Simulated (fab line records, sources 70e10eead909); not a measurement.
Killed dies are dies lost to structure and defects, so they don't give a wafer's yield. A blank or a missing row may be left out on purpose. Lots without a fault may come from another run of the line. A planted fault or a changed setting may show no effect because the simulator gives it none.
fab line records | flow nand_harc
record lots=24 wafers=72 last_day=33
route steps=1302 shown A_M1@1184 A_BONDPAD@1218
lots that met no fault: from a run of the same line without faults
start_h: hours from the record's first day to the start of the lot's first wafer shown | wait_h: hours since the lot's step before | " the same as in the row above | L1.1+2: a row that stands for several wafers | - no value, or no start given | * or withheld: withheld | < > ~ a bound
route shown NAME@n: a module of which the file shows steps, and the number in the route of the first | usual: mean/standard deviation of fault-free wafers | same: alike in all rows | chamber/n: place in a boat | sites: the reading at each site | _std_site: their standard deviation | _edge_site: outer sites' mean less inner sites' | radius_mm: how far each site lies from the wafer's centre | mask NAME#n: copy n | behind: the tool/chamber that last shaped the wafer | hold: why the lot was held/for how many hours/how that ended | device: the transistor (n, p or np) that didn't switch | end of line: the same wafers' tests at the end of the route | a step without rows: its recipe alone | killed: dies lost to structure and defects at the first sort, not the wafer's yield | map: a wafer's dies, x killed, . not, _ none there
set.NAME: the setting as run; set.NAME@STEP: as run at that earlier step | model.NAME: the simulator's own value behind a step, which no gauge read
steps of the route over a sample of lots; a table a step, a row a wafer
services: from which hour (start_h, from the record's first day; less than 0 if before it) a tool's chamber was out of use, for how many hours, and why
## steps
# step NHARC_A_M1_ETCH_15
# recipe target_depth_a=1825 time_s=91.2 c4f8_flow_sccm=withheld ar_flow_sccm=400 rf_w=600 bias_w=300 chemistry=C4F8/Ar
# usual oes_product_au=0.951/0.024 rf_vpp_V=440.5/2.7
# columns lot.wafer tool chamber start_h wait_h oes_product_au rf_hours_counter_h rf_vpp_V
L074.3 rie_diel-10 3 - - 0.932 4.9 444.6
L074.6 " 0 " " 0.928 - 440.2
L074.5 " 1 " " 0.916 - 443.2
L075.1 rie_diel-10 1 - - 0.950 5.7 444.2
L075.6 " 0 " " 0.968 - 440.6
L075.5 " 1 " " 0.957 - 443.9
L076.3 rie_diel-01 3 - - 0.918 8.4 437.2
L076.1 " 0 " " 0.925 8.3 441.7
L076.6 " 2 " " 0.923 - 438.3
L077.4 rie_diel-02 1 - - 0.948 4.8 442.0
L077.2 " 2 " " 0.945 4.6 438.7
L077.6 " 2 " " 0.948 - 440.2
L078.2 rie_diel-02 2 - - 0.953 4.7 440.4
L078.4 " 0 " " 0.964 - 438.3
L078.6 " 2 " " 0.962 - 438.9
L079.2 rie_diel-10 0 - - 0.991 7.7 438.0
L079.1 " 3 " " 0.964 7.5 443.2
L079.6 " 1 " " 0.969 - 443.1
L081.4 rie_diel-10 2 - - 0.970 8.4 442.2
L081.6 " 2 " " 0.975 - 438.4
L081.5 " 3 " " 0.964 - 443.1
L080.2 rie_diel-10 3 - - 0.923 8.3 441.3
L080.3 " 1 " " 0.912 9.0 443.8
L080.5 " 3 " " 0.929 - 442.3
L082.2 rie_diel-01 0 - - 0.962 1.0 444.6
L082.4 " 2 " " 0.939 1.1 439.2
L082.6 " 0 " " 0.960 - 444.9
L084.2 rie_diel-02 0 - - 0.944 1.3 436.3
L084.3 " 2 " " 0.985 1.2 438.1
L084.6 " 0 " " 0.938 - 438.1
L083.4 rie_diel-02 2 - - 0.924 1.4 439.2
L083.1 " 3 " " 0.954 1.1 436.7
L083.2 " 0 " " 0.905 1.5 437.7
L085.1 rie_diel-10 3 - - 0.948 1.7 443.1
L085.3 " 1 " " 0.966 1.3 442.8
L085.6 " 0 " " 0.954 - 441.2
L087.3 rie_diel-10 1 - - 0.984 1.6 443.1
L087.1 " 0 " " 0.972 1.7 440.3
L087.4 " 0 " " 0.961 - 440.7
L086.1 rie_diel-01 0 - - 0.939 2.7 444.7
L086.5 " 3 " " 0.948 - 438.4
L086.6 " 0 " " 0.943 - 443.5
L089.3 rie_diel-02 3 - - 0.946 1.6 438.3
L089.2 " 0 " " 0.905 2.0 438.4
L089.1 " 2 " " 0.920 1.8 438.8
L088.3 rie_diel-01 0 - - 0.960 3.7 443.6
L088.4 " 1 " " 0.977 3.8 443.7
L088.6 " 1 " " 0.969 - 444.2
L090.2 rie_diel-01 0 - - 0.907 4.7 443.8
L090.1 " 1 " " 0.943 4.6 444.1
L090.5 " 2 " " 0.899 - 437.7
L091.2 rie_diel-10 1 - - 0.978 5.5 443.9
L091.1 " 3 " " 0.962 5.6 444.5
L091.3 " 0 " " 0.956 4.8 440.9
L093.1 rie_diel-10 2 - - 0.973 4.9 441.2
L093.3 " 3 " " 0.973 6.5 443.1
L093.5 " 2 " " 0.967 - 440.3
L094.4 rie_diel-10 2 - - 0.935 5.0 442.2
L094.3 " 3 " " 0.943 6.5 442.9
L094.5 " 2 " " 0.921 - 441.0
L092.2 rie_diel-02 2 - - 0.958 3.1 439.8
L092.6 " 3 " " 0.982 - 437.2
L092.4 " 0 " " 0.930 - 439.0
L095.2 rie_diel-02 3 - - 0.929 3.0 437.9
L095.3 " 0 " " 0.888 3.7 437.6
L095.6 " 3 " " 0.930 - 437.0
L096.1 rie_diel-02 2 - - 0.965 3.4 438.8
L096.2 " 3 " " 0.981 3.1 437.1
L096.4 " 3 " " 0.976 - 439.1
L097.4 rie_diel-01 0 - - 0.941 1.0 445.2
L097.5 " 2 " " 0.957 - 439.1
L097.6 " 3 " " 0.991 - 436.3
# step NHARC_A_M1_CD_MEAS_16
# usual cd_nm=120.2/1
# columns lot.wafer tool chamber start_h wait_h cd_nm
L074.3 cd_sem-01 - 517.70 - 120.3
L074.5 " - " " 118.4
L074.6 " - " " 118.3
L075.1 cd_sem-01 - 530.07 - 121.7
L075.5 " - " " 120.5
L075.6 " - " " 119.5
L076.1 cd_sem-02 - 539.25 - 119.9
L076.3 " - " " 120.0
L076.6 " - " " 119.0
L077.2 cd_sem-02 - 543.62 - 120.1
L077.4 " - " " 119.8
L077.6 " - " " 120.4
L078.2 cd_sem-03 - 545.63 - 120.7
L078.4 " - " " 119.8
L078.6 " - " " 119.4
L079.1 cd_sem-02 - 571.11 - 118.0
L079.2 " - " " 122.7
L079.6 " - " " 121.7
L081.4 cd_sem-02 - 590.24 - 121.1
L081.5 " - " " 119.2
L081.6 " - " " 120.7
L080.2 cd_sem-03 - 591.67 - 120.7
L080.3 " - " " 118.7
L080.5 " - " " 120.3
L082.2 cd_sem-02 - 607.59 - 119.4
L082.4 " - " " 120.8
L082.6 " - " " 119.6
L084.2 cd_sem-03 - 625.40 - 119.4
L084.3 " - " " 120.6
L084.6 " - " " 119.6
L083.1 cd_sem-02 - 632.12 - 121.5
L083.2 " - " " 119.9
L083.4 " - " " 119.8
L085.1 cd_sem-01 - 637.89 - 119.1
L085.3 " - " " 118.2
L085.6 " - " " 119.0
L087.1 cd_sem-01 - 640.16 - 120.6
L087.3 " - " " 118.3
L087.4 " - " " 122.1
L086.1 cd_sem-02 - 642.32 - 119.0
L086.5 " - " " 120.3
L086.6 " - " " 118.8
L089.1 cd_sem-02 - 659.27 - 121.9
L089.2 " - " " 120.0
L089.3 " - " " 119.8
L088.3 cd_sem-01 - 661.05 - 121.1
L088.4 " - " " 119.4
L088.6 " - " " 121.4
L090.1 cd_sem-01 - 683.44 - 119.9
L090.2 " - " " 121.6
L090.5 " - " " 119.3
L091.1 cd_sem-02 - 684.80 - 122.4
L091.2 " - " " 117.8
L091.3 " - " " 122.3
L093.1 cd_sem-01 - 714.68 - 120.8
L093.3 " - " " 119.9
L093.5 " - " " 120.8
L094.3 cd_sem-01 - 717.47 - 119.7
L094.4 " - " " 120.9
L094.5 " - " " 121.7
L092.2 cd_sem-03 - 724.98 - 119.6
L092.4 " - " " 121.8
L092.6 " - " " 119.9
L095.2 cd_sem-03 - 734.98 - 118.2
L095.3 " - " " 119.3
L095.6 " - " " 119.3
L096.1 cd_sem-03 - 735.91 - 119.3
L096.2 " - " " 119.3
L096.4 " - " " 121.9
L097.4 cd_sem-02 - 747.94 - 120.4
L097.5 " - " " 120.8
L097.6 " - " " 119.6
# step NHARC_A_M1_ETCH_28
# recipe target_depth_a=300 over_etch_frac=0.3 time_s=72.99 ion_energy_ev=150 cf4_flow_sccm=50 n2_flow_sccm=100 ar_flow_sccm=150 rf_w=300 bias_w=100 chemistry=CF4/N2
# usual drypump_motor_current_A=5.6/0.55 oes_product_au=1.000/0.017 rf_vpp_V=314.2/2.1 showerhead_plenum_p_Torr=2.62/0.11 throttle_valve_pct=19.795/0.0089
# columns lot.wafer tool chamber start_h wait_h drypump_motor_current_A oes_product_au rf_hours_counter_h rf_vpp_V showerhead_plenum_p_Torr throttle_valve_pct
L074.3 rie_diel-02 3 - - 6.2 0.992 3.7 312.1 2.45 19.802
L074.6 " 3 " " 6.2 0.988 - 311.1 2.45 19.786
L074.5 " 0 " " 5.2 0.997 - 310.9 2.50 19.807
L075.1 rie_diel-02 0 - - 5.2 0.985 4.1 313.7 2.50 19.798
L075.6 " 3 " " 6.2 0.993 - 311.2 2.45 19.797
L075.5 " 0 " " 5.2 0.993 - 312.8 2.50 19.797
L076.1 rie_diel-10 1 - - 5.6 0.997 6.2 315.4 2.73 19.818
L076.3 " 0 " " 5.0 1.006 6.2 315.4 2.60 19.784
L076.6 " 1 " " 5.7 0.981 - 315.6 2.73 19.794
L077.2 rie_diel-10 2 - - 6.1 1.014 6.0 314.8 2.63 19.794
L077.4 " 3 " " 5.0 1.009 6.2 316.7 2.73 19.802
L077.6 " 0 " " 4.9 1.008 - 313.2 2.60 19.794
L078.4 rie_diel-10 0 - - 5.0 1.013 6.4 313.9 2.60 19.796
L078.2 " 1 " " 5.7 0.992 6.3 317.2 2.73 19.807
L078.6 " 3 " " 5.0 0.997 - 316.3 2.73 19.787
L079.2 rie_diel-01 0 - - 6.2 0.995 0.3 317.7 2.75 19.792
L079.1 " 1 " " 5.2 1.009 0.3 316.6 2.80 19.807
L079.6 " 0 " " 6.2 0.994 - 315.0 2.75 19.800
L081.4 rie_diel-02 2 - - 4.9 1.000 0.2 312.3 2.57 19.814
L081.5 " 3 " " 6.2 1.020 - 312.0 2.45 19.777
L081.6 " 0 " " 5.2 0.962 - 311.5 2.50 19.796
L080.2 rie_diel-01 3 - - 5.9 0.995 0.2 311.1 2.47 19.806
L080.3 " 1 " " 5.2 1.014 0.6 316.5 2.80 19.801
L080.5 " 3 " " 5.9 0.999 - 313.3 2.47 19.786
L082.2 rie_diel-01 1 - - 5.2 1.013 1.2 317.4 2.80 19.798
L082.4 " 3 " " 5.9 0.996 0.6 310.8 2.47 19.804
L082.6 " 1 " " 5.3 1.021 - 316.3 2.80 19.801
L084.2 rie_diel-01 2 - - 5.9 0.964 2.1 313.3 2.55 19.791
L084.3 " 0 " " 6.2 0.990 1.6 314.6 2.75 19.794
L084.6 " 2 " " 5.9 0.972 - 311.6 2.55 19.789
L083.2 rie_diel-10 3 - - 5.0 1.019 1.6 316.2 2.73 19.800
L083.1 " 0 " " 4.9 1.015 1.3 313.4 2.60 19.795
L083.4 " 1 " " 5.7 1.025 - 317.9 2.73 19.807
L085.3 rie_diel-02 2 - - 4.9 1.005 1.5 314.6 2.57 19.807
L085.1 " 1 " " 6.7 0.980 1.7 315.2 2.70 19.788
L085.6 " 2 " " 5.0 1.010 - 313.7 2.57 19.796
L087.1 rie_diel-10 0 - - 4.9 0.993 1.8 312.9 2.60 19.801
L087.3 " 1 " " 5.7 1.025 1.7 315.2 2.73 19.780
L087.4 " 3 " " 5.0 1.002 - 316.5 2.73 19.778
L086.1 rie_diel-02 2 - - 5.0 0.996 1.6 315.0 2.57 19.803
L086.5 " 0 " " 5.2 0.977 - 311.0 2.50 19.804
L086.6 " 1 " " 6.7 0.977 - 315.8 2.70 19.802
L089.1 rie_diel-01 2 - - 5.9 0.966 4.2 312.7 2.55 19.791
L089.2 " 3 " " 5.9 1.014 3.7 311.5 2.47 19.789
L089.3 " 1 " " 5.2 1.008 3.7 316.1 2.80 19.804
L088.3 rie_diel-02 1 - - 6.6 0.984 2.2 315.7 2.70 19.804
L088.4 " 3 " " 6.2 1.013 1.8 310.5 2.45 19.786
L088.6 " 1 " " 6.6 0.993 - 316.6 2.70 19.798
L090.1 rie_diel-10 2 - - 6.0 1.017 4.1 315.0 2.63 19.788
L090.2 " 3 " " 5.0 1.020 5.6 316.3 2.73 19.809
L090.5 " 2 " " 6.1 1.018 - 314.4 2.63 19.800
L091.1 rie_diel-10 2 - - 6.1 1.013 4.2 313.1 2.63 19.804
L091.2 " 3 " " 5.0 1.018 5.7 315.4 2.73 19.794
L091.3 " 0 " " 4.9 0.983 4.9 313.9 2.60 19.785
L093.1 rie_diel-02 1 - - 6.6 0.986 3.5 314.6 2.70 19.802
L093.3 " 0 " " 5.2 0.974 3.3 312.8 2.50 19.794
L093.5 " 2 " " 4.9 1.012 - 314.4 2.57 19.796
L094.3 rie_diel-02 3 - - 6.2 1.043 2.6 310.3 2.45 19.788
L094.4 " 0 " " 5.3 0.979 3.4 312.7 2.50 19.803
L094.5 " 3 " " 6.2 1.016 - 312.2 2.45 19.790
L092.4 rie_diel-10 2 - - 6.1 1.017 5.8 314.2 2.63 19.797
L092.2 " 3 " " 5.0 1.028 7.3 317.7 2.73 19.794
L092.6 " 2 " " 6.1 1.014 - 314.2 2.63 19.783
L095.2 rie_diel-10 2 - - 6.1 1.017 6.4 314.1 2.63 19.794
L095.3 " 3 " " 5.0 1.025 7.9 314.8 2.73 19.799
L095.6 " 0 " " 4.9 0.993 - 314.5 2.60 19.800
L096.1 rie_diel-02 3 - - 6.2 1.020 3.2 311.7 2.45 19.788
L096.2 " 2 " " 4.9 0.997 3.5 311.5 2.57 19.808
L096.4 " 2 " " 5.0 1.002 - 312.7 2.57 19.779
L097.4 rie_diel-10 1 - - 5.7 1.004 - 317.3 2.73 19.803
L097.5 " 2 " " 6.1 1.010 - 314.6 2.63 19.801
L097.6 " 3 " " 5.0 1.011 - 316.1 2.73 19.786
# step NHARC_A_M1_PRE_CLEAN_30
# recipe time_s=30 temp_c=280 gas=H2/He
# usual heater_power_w=419/39
# columns lot.wafer tool chamber start_h wait_h heater_power_w
L074.3 pvd_sputter-01 - - - 385
L074.5 " - " " 465
L074.6 " - " " 384
L075.1 pvd_sputter-01 - - - 391
L075.6 " - " " 376
L075.5 " - " " 434
L076.1 pvd_sputter-03 - - - 374
L076.3 " - " " 363
L076.6 " - " " 390
L077.4 pvd_sputter-03 - - - 383
L077.2 " - " " 367
L077.6 " - " " 392
L078.2 pvd_sputter-01 - - - 395
L078.4 " - " " 433
L078.6 " - " " 391
L079.1 pvd_sputter-03 - - - 376
L079.2 " - " " 429
L079.6 " - " " 367
L081.4 pvd_sputter-03 - - - 359
L081.5 " - " " 383
L081.6 " - " " 433
L080.2 pvd_sputter-02 - - - 454
L080.3 " - " " 478
L080.5 " - " " 463
L082.4 pvd_sputter-02 - - - 452
L082.2 " - " " 404
L082.6 " - " " 456
L084.2 pvd_sputter-03 - - - 362
L084.3 " - " " 395
L084.6 " - " " 408
L083.1 pvd_sputter-03 - - - 379
L083.4 " - " " 445
L083.2 " - " " 363
L085.3 pvd_sputter-01 - - - 434
L085.1 " - " " 450
L085.6 " - " " 431
L087.4 pvd_sputter-03 - - - 397
L087.3 " - " " 430
L087.1 " - " " 357
L086.1 pvd_sputter-01 - - - 394
L086.5 " - " " 393
L086.6 " - " " 447
L089.2 pvd_sputter-02 - - - 442
L089.1 " - " " 377
L089.3 " - " " 451
L088.3 pvd_sputter-01 - - - 388
L088.4 " - " " 454
L088.6 " - " " 469
L090.1 pvd_sputter-02 - - - 486
L090.2 " - " " 462
L090.5 " - " " 431
L091.2 pvd_sputter-02 - - - 457
L091.3 " - " " 469
L091.1 " - " " 383
L093.3 pvd_sputter-01 - - - 441
L093.1 " - " " 432
L093.5 " - " " 387
L094.4 pvd_sputter-03 - - - 460
L094.3 " - " " 378
L094.5 " - " " 434
L092.4 pvd_sputter-03 - - - 377
L092.2 " - " " 432
L092.6 " - " " 479
L095.3 pvd_sputter-02 - - - 440
L095.2 " - " " 469
L095.6 " - " " 472
L096.4 pvd_sputter-02 - - - 380
L096.1 " - " " 448
L096.2 " - " " 486
L097.4 pvd_sputter-01 - - - 426
L097.6 " - " " 464
L097.5 " - " " 391
# step NHARC_A_M1_PVD_21
# recipe target_thk_a=300 chamber_pressure_pa=5 power_w=5000 substrate_temp_c=30 time_s=20.49 material=Cu
# usual throttle_valve_pct=30.2/0.9
# columns lot.wafer tool chamber start_h wait_h throttle_valve_pct
L074.3 pvd_sputter-01 - - - 29.6
L074.6 " - " " 30.2
L074.5 " - " " 30.6
L075.1 pvd_sputter-01 - - - 30.3
L075.6 " - " " 29.5
L075.5 " - " " 30.6
L076.3 pvd_sputter-03 - - - 30.8
L076.1 " - " " 30.9
L076.6 " - " " 31.0
L077.4 pvd_sputter-03 - - - 28.7
L077.2 " - " " 30.6
L077.6 " - " " 30.8
L078.4 pvd_sputter-01 - - - 30.3
L078.2 " - " " 30.5
L078.6 " - " " 30.1
L079.1 pvd_sputter-03 - - - 30.8
L079.2 " - " " 31.0
L079.6 " - " " 30.7
L081.4 pvd_sputter-03 - - - 30.8
L081.5 " - " " 30.5
L081.6 " - " " 30.8
L080.2 pvd_sputter-02 - - - 28.5
L080.3 " - " " 28.7
L080.5 " - " " 31.4
L082.2 pvd_sputter-02 - - - 28.4
L082.4 " - " " 29.6
L082.6 " - " " 28.5
L084.3 pvd_sputter-03 - - - 30.5
L084.2 " - " " 31.0
L084.6 " - " " 30.2
L083.2 pvd_sputter-03 - - - 30.8
L083.4 " - " " 31.0
L083.1 " - " " 28.5
L085.3 pvd_sputter-01 - - - 30.8
L085.1 " - " " 28.9
L085.6 " - " " 30.9
L087.1 pvd_sputter-03 - - - 31.1
L087.4 " - " " 28.7
L087.3 " - " " 30.5
L086.1 pvd_sputter-01 - - - 30.8
L086.5 " - " " 30.6
L086.6 " - " " 30.6
L089.2 pvd_sputter-02 - - - 29.1
L089.3 " - " " 31.6
L089.1 " - " " 30.4
L088.3 pvd_sputter-01 - - - 30.7
L088.4 " - " " 29.0
L088.6 " - " " 30.7
L090.2 pvd_sputter-02 - - - 29.1
L090.1 " - " " 30.2
L090.5 " - " " 29.1
L091.1 pvd_sputter-02 - - - 31.7
L091.2 " - " " 30.2
L091.3 " - " " 29.2
L093.1 pvd_sputter-01 - - - 30.3
L093.3 " - " " 30.8
L093.5 " - " " 28.7
L094.3 pvd_sputter-03 - - - 29.9
L094.4 " - " " 30.7
L094.5 " - " " 29.7
L092.4 pvd_sputter-03 - - - 29.8
L092.2 " - " " 31.6
L092.6 " - " " 30.5
L095.2 pvd_sputter-02 - - - 29.2
L095.3 " - " " 30.3
L095.6 " - " " 29.2
L096.4 pvd_sputter-02 - - - 30.1
L096.2 " - " " 29.0
L096.1 " - " " 31.5
L097.4 pvd_sputter-01 - - - 29.2
L097.6 " - " " 30.9
L097.5 " - " " 31.1
# step NHARC_A_BONDPAD_DESCUM_11
# recipe time_s=3 o2_flow_sccm=200 ar_flow_sccm=0 bias_power_w=0 chemistry=O2
# usual drypump_motor_current_A=5.7/0.32 oes_product_au=0.996/0.012 rf_vpp_V=57.6/0.85 showerhead_plenum_p_Torr=1.86/0.059 throttle_valve_pct=11.313/0.0095
# columns lot.wafer tool chamber start_h wait_h drypump_motor_current_A oes_product_au rf_hours_counter_h rf_vpp_V showerhead_plenum_p_Torr throttle_valve_pct
L074.3 rie_diel-08 3 522.13 - 5.6 1.000 25 57.7 1.79 11.319
L074.6 " 1 " " 6.1 1.013 - 56.8 1.92 11.311
L074.5 " 2 " " 6.3 0.999 - 56.9 1.95 11.315
L075.1 rie_diel-06 2 534.48 - 5.4 1.000 1 59.8 1.95 11.312
L075.5 " 1 " " 5.3 0.990 - 56.9 1.81 11.300
L075.6 " 2 " " 5.4 1.007 - 57.6 1.95 11.310
L076.1 rie_diel-06 2 543.56 - 5.5 1.006 1 57.6 1.95 11.322
L076.3 " 3 " " 5.4 0.999 1 57.4 1.82 11.319
L076.6 " 3 " " 5.4 0.991 - 57.5 1.82 11.313
L077.2 rie_diel-06 3 548.02 - 5.4 1.004 1 57.5 1.82 11.318
L077.4 " 2 " " 5.4 0.996 1 57.4 1.95 11.319
L077.6 " 0 " " 5.8 0.990 - 56.8 1.86 11.311
L078.2 rie_diel-06 2 549.90 - 5.4 1.008 1 57.8 1.95 11.301
L078.4 " 3 " " 5.4 1.008 1 57.5 1.82 11.315
L078.6 " 2 " " 5.4 1.002 - 58.8 1.95 11.332
L079.2 rie_diel-05 0 575.57 - 5.4 0.973 54 57.0 1.85 11.296
L079.1 " 1 " " 6.1 0.996 59 57.7 1.78 11.313
L079.6 " 0 " " 5.4 0.972 - 55.8 1.85 11.319
L081.4 rie_diel-06 0 594.65 - 5.8 0.997 1 57.2 1.86 11.288
L081.6 " 0 " " 5.8 0.988 - 57.3 1.86 11.307
L081.5 " 1 " " 5.4 0.990 - 57.4 1.81 11.316
L080.3 rie_diel-06 2 596.11 - 5.4 1.003 3 57.9 1.95 11.319
L080.2 " 3 " " 5.4 1.004 3 58.9 1.82 11.306
L080.5 " 1 " " 5.4 0.990 - 55.8 1.81 11.315
L082.2 rie_diel-06 0 612.01 - 5.9 0.997 2 57.0 1.86 11.299
L082.6 " 3 " " 5.4 1.007 - 57.5 1.82 11.314
L082.4 " 0 " " 5.8 0.990 - 58.1 1.86 11.313
L084.2 rie_diel-06 3 629.84 - 5.4 0.995 3 57.3 1.82 11.304
L084.3 " 1 " " 5.4 0.987 3 57.7 1.81 11.301
L084.6 " 0 " " 5.9 0.986 - 56.9 1.86 11.305
L083.1 rie_diel-08 3 636.61 - 5.6 1.003 18 57.7 1.78 11.306
L083.2 " 0 " " 6.1 1.016 15 58.5 1.92 11.321
L083.4 " 1 " " 6.0 0.999 15 57.3 1.91 11.332
L085.3 rie_diel-06 3 642.16 - 5.4 1.008 4 57.0 1.82 11.321
L085.1 " 1 " " 5.4 0.978 3 56.7 1.80 11.312
L085.6 " 0 " " 5.8 0.996 - 57.0 1.86 11.301
L087.3 rie_diel-06 0 644.62 - 5.8 1.003 3 56.4 1.86 11.329
L087.4 " 1 " " 5.4 0.971 4 58.2 1.80 11.310
L087.1 " 2 " " 5.4 0.999 4 57.7 1.95 11.313
L086.1 rie_diel-08 2 646.74 - 6.3 0.985 20 59.2 1.94 11.305
L086.5 " 2 " " 6.3 0.987 - 59.5 1.94 11.313
L086.6 " 1 " " 6.0 0.990 - 57.8 1.91 11.324
L089.3 rie_diel-05 1 663.67 - 6.0 0.992 27 57.3 1.77 11.311
L089.1 " 2 " " 6.1 1.007 24 58.9 1.87 11.322
L089.2 " 3 " " 5.7 0.991 22 58.9 1.82 11.298
L088.3 rie_diel-08 1 665.45 - 6.0 0.996 22 57.2 1.91 11.312
L088.4 " 3 " " 5.6 1.008 21 56.9 1.78 11.319
L088.6 " 1 " " 6.0 0.989 - 56.9 1.91 11.305
L090.2 rie_diel-08 0 687.85 - 6.1 0.992 24 59.0 1.92 11.324
L090.1 " 3 " " 5.6 1.004 24 57.8 1.78 11.310
L090.5 " 1 " " 6.0 0.992 - 57.3 1.91 11.320
L091.2 rie_diel-05 0 689.10 - 5.4 1.011 36 58.3 1.84 11.306
L091.3 " 1 " " 6.0 0.994 34 58.5 1.77 11.310
L091.1 " 3 " " 5.8 1.000 28 58.6 1.82 11.324
L093.1 rie_diel-05 0 718.98 - 5.4 0.996 46 59.3 1.83 11.315
L093.3 " 2 " " 6.1 1.007 42 58.5 1.86 11.311
L093.5 " 3 " " 5.8 0.975 - 56.9 1.82 11.325
L094.4 rie_diel-06 0 721.91 - 5.8 0.975 2 57.9 1.86 11.330
L094.3 " 3 " " 5.4 1.019 2 59.4 1.82 11.303
L094.5 " 1 " " 5.4 0.998 - 57.2 1.80 11.321
L092.2 rie_diel-06 2 729.40 - 5.4 0.966 2 58.4 1.95 11.302
L092.4 " 1 " " 5.4 0.994 1 58.0 1.80 11.318
L092.6 " 2 " " 5.4 0.982 - 57.7 1.95 11.316
L095.2 rie_diel-06 0 739.25 - 5.9 0.970 2 57.2 1.86 11.308
L095.3 " 3 " " 5.4 1.015 2 56.8 1.81 11.314
L095.6 " 1 " " 5.4 0.985 - 57.4 1.80 11.304
L096.4 rie_diel-08 1 740.45 - 6.0 0.999 1 57.8 1.90 11.318
L096.1 " 2 " " 6.3 0.991 1 58.4 1.94 11.324
L096.2 " 3 " " 5.6 0.998 1 58.8 1.78 11.333
L097.4 rie_diel-06 0 752.30 - 5.9 0.979 3 58.5 1.86 11.330
L097.6 " 2 " " 5.4 0.983 - 57.7 1.95 11.316
L097.5 " 3 " " 5.4 1.019 - 56.9 1.82 11.313
## services
# columns tool chamber start_h hours kind
rie_diel-10 2 495.53 2.9 repair
pvd_sputter-03 - 526.00 10.0 pm
rie_diel-06 0 543.21 3.0 repair
rie_diel-02 1 544.54 2.0 repair
pvd_sputter-01 - 563.13 6.5 repair
rie_diel-06 0 563.32 18.0 repair
rie_diel-02 - 570.70 9.0 pm
rie_diel-10 0 592.13 16.9 repair
rie_diel-10 - 596.57 9.0 pm
pvd_sputter-02 - 600.29 7.4 repair
pvd_sputter-01 - 603.30 0.6 repair
rie_diel-06 1 606.83 10.3 repair
rie_diel-02 3 625.92 2.2 repair
rie_diel-10 2 630.84 11.7 repair
pvd_sputter-01 - 631.36 3.2 repair
pvd_sputter-02 - 644.25 4.9 repair
rie_diel-06 - 661.20 9.0 pm
rie_diel-10 0 669.33 9.5 repair
rie_diel-06 1 687.29 8.6 repair
pvd_sputter-03 - 704.00 10.0 pm
rie_diel-02 1 722.68 19.2 repair
rie_diel-10 1 735.61 7.2 repair
rie_diel-10 0 741.32 7.0 repair
rie_diel-02 - 747.70 9.0 pm
## key
fault none
